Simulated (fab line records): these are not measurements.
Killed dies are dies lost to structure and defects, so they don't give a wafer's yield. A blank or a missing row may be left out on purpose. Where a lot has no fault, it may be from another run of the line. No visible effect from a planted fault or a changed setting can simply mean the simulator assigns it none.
fab line records + flow n5-finfet
record:
- lots: 11
- wafers: 33
- last-day: 18
route steps=1938 shown BEOL_M14@1747 BEOL_M15@1773
lots that met no fault: from a run of the same line without faults
start-h: start of the lot's first displayed wafer, in hours after the record's first day + wait-h: how many hours have passed since the lot's step before this one + " same as the row above + L1.1+2: a single row standing in for several wafers + - no value, or no start given + * or withheld: withheld + < > ~ a bound
route shown NAME@n: a module of which the file shows steps, and the number in the route of the first + usual: average and standard deviation across the fault-free wafers + same: alike in all rows + chamber/n: place in a boat + sites: readings site by site + _std_site: standard deviation of those values + _edge_site: inner sites' mean taken away from outer sites' mean + radius-mm: for every site, how far away it sits from the centre of the wafer + mask NAME#n: copy n + behind: the most recent tool/chamber to have shaped the wafer + hold: reason for holding the lot/hours on hold/outcome of the hold + device: transistor that didn't switch, given as n, p or np + end of line: the tests these same wafers got at the end of their route + a step without rows: its recipe alone + killed: count of dies lost to structure and defects at first sort (not the wafer's yield) + map: a wafer's dies, x killed, . not, _ none there
set.NAME: setting as actually run; set.NAME@STEP: the setting as run at that earlier step + model.NAME: the simulator's own value behind a step, which no gauge read
steps of the route over a sample of lots; a table a step, a row a wafer
services: when a tool's chamber went out of use (start-h, in hours from the record's first day, below 0 if earlier), for how many hours, and the reason
== steps ==
step: N5_BEOL_M14_OVL_MEAS_29
recipe:
- points-per-wafer: 44
usual:
- M14_OVL: 1/5.1
| lot.wafer | tool       | chamber | start-h | wait-h | M14_OVL[nm] |
|-----------|------------|---------|---------|--------|-------------|
| L603.2    | overlay-02 | 0       | 240.86  | 0.0    | -1          |
| L603.3    | "          | 0       | "       | "      | 0           |
| L603.4    | "          | 0       | "       | "      | -4          |
| L604.1    | overlay-02 | 0       | 248.63  | 0.0    | 0           |
| L604.2    | "          | 0       | "       | "      | 2           |
| L604.3    | "          | 0       | "       | "      | 0           |
| L605.1    | overlay-02 | 0       | 249.10  | 0.0    | 2           |
| L605.2    | "          | 0       | "       | "      | -1          |
| L605.5    | "          | 0       | "       | "      | 0           |
| L606.3    | overlay-01 | 0       | 257.48  | 0.0    | 2           |
| L606.4    | "          | 0       | "       | "      | -7          |
| L606.6    | "          | 0       | "       | "      | -6          |
| L611.2    | overlay-01 | 0       | 287.24  | 0.0    | 0           |
| L611.4    | "          | 0       | "       | "      | 7           |
| L611.5    | "          | 0       | "       | "      | -5          |
| L614.2    | overlay-02 | 0       | 308.60  | 0.0    | -7          |
| L614.4    | "          | 0       | "       | "      | -5          |
| L614.5    | "          | 0       | "       | "      | -2          |
| L615.2    | overlay-01 | 0       | 325.64  | 0.0    | 5           |
| L615.3    | "          | 0       | "       | "      | 5           |
| L615.6    | "          | 0       | "       | "      | 3           |
| L617.1    | overlay-02 | 0       | 341.28  | 0.0    | -3          |
| L617.4    | "          | 0       | "       | "      | -10         |
| L617.5    | "          | 0       | "       | "      | -4          |
| L619.2    | overlay-01 | 0       | 341.57  | 0.0    | 1           |
| L619.3    | "          | 0       | "       | "      | 7           |
| L619.5    | "          | 0       | "       | "      | 6           |
| L616.2    | overlay-01 | 0       | 341.82  | 0.0    | 5           |
| L616.3    | "          | 0       | "       | "      | 1           |
| L616.5    | "          | 0       | "       | "      | 3           |
| L626.2    | overlay-02 | 0       | 405.34  | 0.0    | 8           |
| L626.4    | "          | 0       | "       | "      | 9           |
| L626.5    | "          | 0       | "       | "      | -1          |
step: N5_BEOL_M14_ETCH_68
recipe:
- chemistry: N2/H2
- target: SOC
- mask-material: SiARC
- source-w: 3000
- bias-w: 350
- temp-c: 40
- time-s: 450
- ion-energy-ev: 200
- pressure-mtorr: 30
- n2-flow-sccm: 200
- h2-flow-sccm: 200
usual:
- drypump-motor-current-A: 5.5/0.35
- oes-product-au: 0.80/0.067
- rf-vpp-V: 523.9/2.5
- showerhead-plenum-p-Torr: 2.55/0.083
- throttle-valve-pct: 17.7/0.32
| lot.wafer | tool        | chamber | start-h | wait-h | drypump-motor-current-A | oes-product-au | rf-hours-counter-h | rf-vpp-V | showerhead-plenum-p-Torr | throttle-valve-pct |
|-----------|-------------|---------|---------|--------|-------------------------|----------------|--------------------|----------|--------------------------|--------------------|
| L603.2    | rie-diel-06 | 2       | 241.31  | 0.1    | 5.0                     | 0.81           | 111                | 521.7    | 2.46                     | 18.0               |
| L603.3    | "           | 0       | "       | "      | 5.5                     | 0.71           | 216                | 523.3    | 2.52                     | 17.6               |
| L603.4    | "           | 1       | "       | "      | 5.3                     | 0.74           | 156                | 521.0    | 2.44                     | 18.1               |
| L604.1    | rie-diel-06 | 3       | 249.00  | 0.1    | 6.5                     | 0.70           | 226                | 526.2    | 2.62                     | 18.1               |
| L604.2    | "           | 1       | "       | "      | 5.4                     | 0.73           | 159                | 521.7    | 2.44                     | 18.1               |
| L604.3    | "           | 2       | "       | "      | 5.0                     | 0.80           | 113                | 520.6    | 2.45                     | 18.0               |
| L605.1    | rie-diel-03 | 3       | 249.34  | 0.1    | 5.7                     | 0.91           | 26                 | 525.2    | 2.60                     | 18.0               |
| L605.2    | "           | 2       | "       | "      | 5.7                     | 0.83           | 56                 | 527.8    | 2.69                     | 17.4               |
| L605.5    | "           | 0       | "       | "      | 5.0                     | 0.83           | -                  | 522.5    | 2.47                     | 17.8               |
| L606.3    | rie-diel-04 | 3       | 257.77  | 0.1    | 5.5                     | 0.85           | 63                 | 524.1    | 2.58                     | 17.3               |
| L606.4    | "           | 1       | "       | "      | 5.7                     | 0.89           | 32                 | 525.7    | 2.59                     | 17.6               |
| L606.6    | "           | 2       | "       | "      | 5.7                     | 0.82           | -                  | 524.2    | 2.58                     | 17.4               |
| L611.2    | rie-diel-06 | 2       | 287.48  | 0.1    | 5.0                     | 0.79           | 127                | 521.1    | 2.45                     | 18.0               |
| L611.4    | "           | 3       | "       | "      | 6.5                     | 0.68           | -                  | 525.7    | 2.61                     | 18.1               |
| L611.5    | "           | 1       | "       | "      | 5.3                     | 0.73           | -                  | 520.3    | 2.44                     | 18.2               |
| L614.2    | rie-diel-03 | 2       | 308.84  | 0.1    | 5.7                     | 0.82           | 71                 | 528.1    | 2.68                     | 17.4               |
| L614.4    | "           | 3       | "       | "      | 5.7                     | 0.88           | 46                 | 524.0    | 2.59                     | 18.1               |
| L614.5    | "           | 1       | "       | "      | 5.5                     | 0.87           | -                  | 522.6    | 2.49                     | 17.5               |
| L615.2    | rie-diel-06 | 1       | 326.08  | 0.1    | 5.3                     | 0.72           | 190                | 520.5    | 2.43                     | 18.2               |
| L615.3    | "           | 2       | "       | "      | 5.0                     | 0.77           | 144                | 520.6    | 2.44                     | 18.0               |
| L615.6    | "           | 1       | "       | "      | 5.3                     | 0.71           | -                  | 520.2    | 2.43                     | 18.2               |
| L617.1    | rie-diel-04 | 2       | 341.52  | 0.1    | 5.6                     | 0.79           | 103                | 527.4    | 2.57                     | 17.4               |
| L617.4    | "           | 0       | "       | "      | 5.4                     | 0.77           | 119                | 526.9    | 2.67                     | 18.1               |
| L617.5    | "           | 3       | "       | "      | 5.5                     | 0.82           | -                  | 523.5    | 2.56                     | 17.3               |
| L619.2    | rie-diel-03 | 2       | 341.81  | 0.1    | 5.7                     | 0.81           | 85                 | 527.2    | 2.68                     | 17.4               |
| L619.3    | "           | 0       | "       | "      | 5.1                     | 0.80           | 103                | 521.1    | 2.46                     | 17.8               |
| L619.5    | "           | 1       | "       | "      | 5.6                     | 0.88           | -                  | 522.2    | 2.48                     | 17.5               |
| L616.2    | rie-diel-03 | 1       | 342.86  | 0.1    | 5.5                     | 0.86           | 39                 | 522.2    | 2.48                     | 17.5               |
| L616.3    | "           | 0       | "       | "      | 5.1                     | 0.79           | 104                | 521.4    | 2.46                     | 17.8               |
| L616.5    | "           | 1       | "       | "      | 5.5                     | 0.87           | -                  | 521.7    | 2.48                     | 17.5               |
| L626.2    | rie-diel-06 | 2       | 405.58  | 0.1    | 5.0                     | 0.74           | 175                | 520.9    | 2.43                     | 18.1               |
| L626.4    | "           | 3       | "       | "      | 6.5                     | 0.89           | 30                 | 524.5    | 2.59                     | 17.8               |
| L626.5    | "           | 1       | "       | "      | 5.3                     | 0.69           | -                  | 519.1    | 2.42                     | 18.2               |
step: N5_BEOL_M15_ILD_DEP_00
recipe:
- material: SiO2
- target-thk-a: 16293
- temp-c: 400
- precursor: TEOS/O2
- pressure-torr: 6.5
- rf-w: 900
- teos-flow-sccm: 161.4
- gas: O2
- flow-sccm: 2650
- time-s: 346.1
usual:
- heater-power-outer-w: 309/81
- heater-power-w: 571/110
- showerhead-plenum-p-Torr: 8.324/0.028
- throttle-valve-pct: 18.8/1.3
| lot.wafer | tool     | chamber | start-h | wait-h | heater-power-outer-w | heater-power-w | showerhead-plenum-p-Torr | throttle-valve-pct |
|-----------|----------|---------|---------|--------|----------------------|----------------|--------------------------|--------------------|
| L603.2    | pecvd-02 | 1       | 246.21  | 0.0    | 187                  | 419            | 8.321                    | 18.6               |
| L603.3    | "        | 2       | "       | "      | 483                  | 775            | 8.350                    | 18.3               |
| L603.4    | "        | 0       | "       | "      | 254                  | 510            | 8.334                    | 18.8               |
| L604.1    | pecvd-03 | 2       | 253.02  | 0.0    | 186                  | 400            | 8.272                    | 16.3               |
| L604.2    | "        | 1       | "       | "      | 322                  | 545            | 8.326                    | 20.5               |
| L604.3    | "        | 0       | "       | "      | 304                  | 611            | 8.307                    | 20.5               |
| L605.1    | pecvd-03 | 2       | 255.29  | 0.0    | 213                  | 450            | 8.275                    | 16.3               |
| L605.2    | "        | 1       | "       | "      | 327                  | 546            | 8.313                    | 20.4               |
| L605.5    | "        | 2       | "       | "      | 149                  | 374            | 8.262                    | 16.2               |
| L606.3    | pecvd-04 | 0       | 260.73  | 0.1    | 289                  | 509            | 8.355                    | 18.9               |
| L606.4    | "        | 1       | "       | "      | 259                  | 559            | 8.313                    | 18.0               |
| L606.6    | "        | 0       | "       | "      | 357                  | 630            | 8.350                    | 19.1               |
| L611.2    | pecvd-03 | 1       | 289.87  | 0.0    | 277                  | 496            | 8.316                    | 20.2               |
| L611.4    | "        | 2       | "       | "      | 252                  | 482            | 8.298                    | 16.1               |
| L611.5    | "        | 1       | "       | "      | 328                  | 568            | 8.321                    | 20.3               |
| L614.2    | pecvd-04 | 2       | 312.11  | 0.0    | 414                  | 725            | 8.287                    | 18.1               |
| L614.4    | "        | 0       | "       | "      | 291                  | 522            | 8.348                    | 19.0               |
| L614.5    | "        | 2       | "       | "      | 481                  | 799            | 8.299                    | 18.3               |
| L615.2    | pecvd-02 | 1       | 333.01  | 0.0    | 264                  | 503            | 8.349                    | 18.7               |
| L615.3    | "        | 2       | "       | "      | 445                  | 734            | 8.379                    | 18.6               |
| L615.6    | "        | 0       | "       | "      | 347                  | 634            | 8.346                    | 18.9               |
| L617.1    | pecvd-03 | 1       | 345.95  | 0.0    | 286                  | 486            | 8.333                    | 20.2               |
| L617.4    | "        | 2       | "       | "      | 244                  | 477            | 8.282                    | 16.6               |
| L617.5    | "        | 1       | "       | "      | 334                  | 560            | 8.311                    | 20.4               |
| L619.2    | pecvd-04 | 0       | 347.27  | 0.0    | 346                  | 601            | 8.337                    | 18.7               |
| L619.3    | "        | 1       | "       | "      | 335                  | 670            | 8.335                    | 18.0               |
| L619.5    | "        | 2       | "       | "      | 471                  | 779            | 8.285                    | 18.3               |
| L616.2    | pecvd-04 | 2       | 347.67  | 0.0    | 364                  | 628            | 8.302                    | 18.5               |
| L616.3    | "        | 1       | "       | "      | 290                  | 609            | 8.341                    | 17.9               |
| L616.5    | "        | 0       | "       | "      | 281                  | 517            | 8.373                    | 18.9               |
| L626.2    | pecvd-04 | 1       | 409.82  | 0.0    | 351                  | 713            | 8.311                    | 17.9               |
| L626.4    | "        | 2       | "       | "      | 434                  | 742            | 8.292                    | 18.3               |
| L626.5    | "        | 0       | "       | "      | 288                  | 518            | 8.389                    | 18.9               |
step: N5_BEOL_M15_COAT_56
recipe:
- resist: SOC
- temp-c: 250
- time-s: 60
- spin-rpm: 1500
- resist-thk-nm: 550
usual:
- chill-plate-temp-C: 22.95/0.1
- exhaust-pa: 44.9/0.93
- heater-power-total-W: 500.2/1.9
- plate-temp-C: 250.02/0.17
| lot.wafer | tool           | chamber | start-h | wait-h | chill-plate-temp-C | exhaust-pa | heater-power-total-W | plate-temp-C |
|-----------|----------------|---------|---------|--------|--------------------|------------|----------------------|--------------|
| L603.2    | litho-track-05 | 0       | 247.40  | 0.0    | 22.91              | 45.0       | 501.0                | 250.10       |
| L603.3    | "              | 0       | "       | "      | 22.97              | 43.8       | 499.1                | 250.01       |
| L603.4    | "              | 0       | "       | "      | 23.13              | 44.9       | 502.0                | 250.26       |
| L604.1    | litho-track-05 | 0       | 254.51  | 0.0    | 22.94              | 44.8       | 498.9                | 249.85       |
| L604.2    | "              | 0       | "       | "      | 22.91              | 44.2       | 497.9                | 249.99       |
| L604.3    | "              | 0       | "       | "      | 22.93              | 44.7       | 499.3                | 249.79       |
| L605.1    | litho-track-04 | 0       | 256.59  | 0.0    | 22.98              | 46.2       | 498.6                | 250.13       |
| L605.2    | "              | 0       | "       | "      | 22.99              | 44.9       | 498.7                | 249.78       |
| L605.5    | "              | 0       | "       | "      | 22.92              | 45.6       | 500.9                | 250.05       |
| L606.3    | litho-track-04 | 0       | 261.91  | 0.0    | 22.99              | 44.4       | 502.8                | 249.83       |
| L606.4    | "              | 0       | "       | "      | 22.68              | 45.5       | 498.2                | 249.88       |
| L606.6    | "              | 0       | "       | "      | 22.87              | 44.1       | 503.2                | 249.86       |
| L611.2    | litho-track-01 | 0       | 291.46  | 0.0    | 23.03              | 44.8       | 501.7                | 249.68       |
| L611.4    | "              | 0       | "       | "      | 22.82              | 44.9       | 500.7                | 250.01       |
| L611.5    | "              | 0       | "       | "      | 22.97              | 44.6       | 498.9                | 249.87       |
| L614.2    | litho-track-05 | 0       | 313.71  | 0.0    | 22.90              | 44.3       | 499.6                | 249.85       |
| L614.4    | "              | 0       | "       | "      | 22.96              | 44.9       | 500.2                | 249.76       |
| L614.5    | "              | 0       | "       | "      | 23.00              | 45.3       | 498.7                | 249.91       |
| L615.2    | litho-track-05 | 0       | 334.19  | 0.0    | 23.06              | 47.2       | 498.7                | 250.27       |
| L615.3    | "              | 0       | "       | "      | 23.09              | 46.1       | 497.9                | 250.17       |
| L615.6    | "              | 0       | "       | "      | 23.00              | 46.2       | 498.0                | 250.11       |
| L617.1    | litho-track-01 | 0       | 347.27  | 0.0    | 22.93              | 45.3       | 502.5                | 249.96       |
| L617.4    | "              | 0       | "       | "      | 22.94              | 43.9       | 503.0                | 249.79       |
| L617.5    | "              | 0       | "       | "      | 22.83              | 46.5       | 500.9                | 250.06       |
| L619.2    | litho-track-05 | 0       | 348.58  | 0.0    | 23.14              | 44.5       | 508.1                | 252.42       |
| L619.3    | "              | 0       | "       | "      | 22.86              | 44.9       | 505.3                | 252.10       |
| L619.5    | "              | 0       | "       | "      | 22.99              | 44.5       | 506.1                | 252.01       |
| L616.2    | litho-track-05 | 0       | 348.85  | 0.0    | 23.08              | 46.3       | 503.3                | 252.32       |
| L616.3    | "              | 0       | "       | "      | 22.96              | 47.0       | 508.2                | 252.30       |
| L616.5    | "              | 0       | "       | "      | 23.03              | 44.5       | 508.8                | 252.15       |
| L626.2    | litho-track-04 | 0       | 411.13  | 0.0    | 22.99              | 46.2       | 497.7                | 250.00       |
| L626.4    | "              | 0       | "       | "      | 22.86              | 45.8       | 501.6                | 250.06       |
| L626.5    | "              | 0       | "       | "      | 22.74              | 46.0       | 498.8                | 250.12       |
== services ==
| tool           | chamber | start-h | hours | kind                          |
|----------------|---------|---------|-------|-------------------------------|
| rie-diel-06    | 3       | 226.21  | 11.0  | repair                        |
| pecvd-04       | 1       | 230.26  | 5.5   | scheduled-down                |
| pecvd-02       | 0       | 253.33  | 6.3   | repair                        |
| pecvd-04       | 0       | 254.36  | 4.9   | repair                        |
| pecvd-04       | 2       | 259.74  | 5.0   | scheduled-down                |
| rie-diel-03    | 2       | 276.78  | 12.1  | repair                        |
| litho-track-05 | -       | 303.09  | -     | consumable-replace:filter     |
| rie-diel-06    | 3       | 311.90  | -     | clean                         |
| rie-diel-06    | 3       | 311.90  | -     | consumable-replace:focus-ring |
| rie-diel-06    | 3       | 311.90  | 18.8  | scheduled-down                |
| rie-diel-06    | 3       | 311.90  | 18.8  | vent-cycle                    |
| pecvd-02       | -       | 316.35  | 6.0   | pm                            |
| pecvd-04       | 0       | 322.30  | 5.5   | scheduled-down                |
| rie-diel-03    | 1       | 329.69  | 7.5   | repair                        |
| rie-diel-03    | 3       | 332.74  | 11.1  | repair                        |
| rie-diel-06    | 0       | 338.64  | 15.8  | repair                        |
| pecvd-02       | 1       | 339.08  | 4.0   | repair                        |
| rie-diel-03    | -       | 344.70  | 2.8   | pm                            |
| pecvd-02       | 1       | 355.91  | 9.4   | repair                        |
| rie-diel-03    | 2       | 362.19  | 4.5   | repair                        |
| rie-diel-06    | 0       | 372.36  | -     | clean                         |
| rie-diel-04    | 1       | 374.84  | 12.1  | repair                        |
| rie-diel-04    | 2       | 388.69  | 8.6   | repair                        |
| rie-diel-03    | 0       | 407.62  | 12.5  | repair                        |
== key ==
first-sign:
- step: N5_BEOL_M15_COAT_56
- reading: plate-temp-C
- direction: up
- sigmas: 13
- usual: *
- struck: *
effect:
- step: N5_BEOL_M15_COAT_56
- reading: heater-power-total-W
- direction: up
- sigmas: 3.4
- usual: *
- struck: *
met-at N5_BEOL_M15_COAT_56
struck-lots L616,L619
not-acting-at N5_BEOL_M14_OVL_MEAS_29,N5_BEOL_M14_ETCH_68,N5_BEOL_M15_ILD_DEP_00
onset-between 334.19 348.58
fault:
- kind: process-parameter-drift
- tool: litho-track-05
- chamber: -
- onset-h: 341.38
- steps: N5_BEOL_M15_COAT_56
- channel: temp-c
- offset: *
- shape: step
- end-h: 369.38
- acts-in: *
- stated: *
